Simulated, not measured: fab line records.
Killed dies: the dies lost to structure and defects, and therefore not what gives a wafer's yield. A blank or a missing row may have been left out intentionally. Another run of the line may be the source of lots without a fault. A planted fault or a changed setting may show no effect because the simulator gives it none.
Split-lot experiment | flow n5_finfet | 21 wafers read across 7 lots, on a route 1938 steps long

== THE SPLIT ITSELF ==
At N5_BEOL_M7_COAT_63 (time 60 s, resist thk 60 nm), the setting spin_rpm was moved away from the recipe's 1500 rpm on 6 of the 21 wafers read, by -8.9% to +8.5%. All remaining wafers had this setting at the recipe value.

The reading is taken at the split's own step.

== THE READING ==
SOC_of_BEOL_M7_COAT_63.thk_nm (the simulator's own value, which no gauge read), in nm, at N5_BEOL_M7_COAT_63 (time 60 s, resist thk 60 nm). There is no usual value for it anywhere in the file. Across the 15 wafers here that went through the recipe, the average is 60.1 nm and the standard deviation 0.12 nm.

wafer  | tool, chamber at the split | spin_rpm as run, rpm | against the recipe | SOC_of_BEOL_M7_COAT_63.thk_nm, nm | against lot-mates on the recipe
L075.3 | litho_track-02, 0          | 1500                 | recipe             | 60                                | -
L075.4 | litho_track-02, 0          | 1500                 | recipe             | 60                                | -
L075.6 | litho_track-02, 0          | 1500                 | recipe             | 60.2                              | -
L076.3 | litho_track-02, 0          | 1500                 | recipe             | 60.2                              | -
L076.5 | litho_track-02, 0          | 1627                 | +8.5%              | 57.8                              | -2.3
L076.6 | litho_track-02, 0          | 1500                 | recipe             | 60                                | -
L077.1 | litho_track-01, 0          | 1369                 | -8.7%              | 62.8                              | +2.6
L077.3 | litho_track-01, 0          | 1369                 | -8.7%              | 62.8                              | +2.6
L077.2 | litho_track-01, 0          | 1500                 | recipe             | 60.2                              | -
L080.2 | litho_track-02, 0          | 1500                 | recipe             | 60.2                              | -
L080.3 | litho_track-02, 0          | 1500                 | recipe             | 60.2                              | -
L080.5 | litho_track-02, 0          | 1367                 | -8.9%              | 63                                | +2.8
L081.3 | litho_track-01, 0          | 1500                 | recipe             | 60                                | -
L081.5 | litho_track-01, 0          | 1500                 | recipe             | 60                                | -
L081.6 | litho_track-01, 0          | 1500                 | recipe             | 60                                | -
L083.1 | litho_track-05, 0          | 1604                 | +6.9%              | 58.2                              | -1.6
L083.3 | litho_track-05, 0          | 1500                 | recipe             | 59.8                              | -
L083.4 | litho_track-05, 0          | 1604                 | +6.9%              | 58                                | -1.8
L093.1 | litho_track-02, 0          | 1500                 | recipe             | 60.2                              | -
L093.4 | litho_track-02, 0          | 1500                 | recipe             | 60.2                              | -
L093.5 | litho_track-02, 0          | 1500                 | recipe             | 60.2                              | -

THE FIT
A straight line over all 21 wafers: SOC_of_BEOL_M7_COAT_63.thk_nm changes by -0.301 nm for each +1% of spin_rpm; r = -0.99; the points scatter about the line by 0.14 nm.
The same after taking each lot's own level away (the mean of its wafers on the recipe; 21 wafers): -0.283 nm for each +1%; r = -1.00; scatter 0.12 nm.
Per that fit: largest spin_rpm move, reading shift of 2.5 nm.
The span of the lots' own levels, 59.80 to 60.20 nm, comes to 3.2 times the standard deviation stated above.
The two slopes are in agreement: the lot-to-lot level therefore moves the slope only a little.
Check: +2.5 nm against its lot-mates is what the line predicts for one of the wafers moved furthest among these (-8.9%) when that wafer is left out of the fit. Against them it came out at +2.8 nm.

== THE OTHER SPLITS THESE WAFERS WENT THROUGH ==
Other splits were also applied to these wafers ahead of the reading. Each is held against what the fit with the lots' levels taken away leaves over:
other split on the same wafers   | wafers away from the commonest value | r with SOC_of_BEOL_M7_COAT_63.thk_nm (lot level and that fit taken away)
N5_BEOL_M4_EXPOSE_08 dose_mj     | 5                                    | +0.09
N5_BEOL_M5_ETCH_72 bias_w        | 5                                    | +0.07
N5_BEOL_M5_COAT_74 spin_rpm      | 6                                    | -0.15
N5_BEOL_M6_TRENCH_ETCH_37 bias_w | 6                                    | -0.01
N5_BEOL_M6_ALD_77 ald_cycles     | 5                                    | -0.07

== FILE'S OWN FIT ==
SOC_of_BEOL_M7_COAT_63.thk_nm changes by -0.287 nm for each +1% of spin_rpm, r = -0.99.
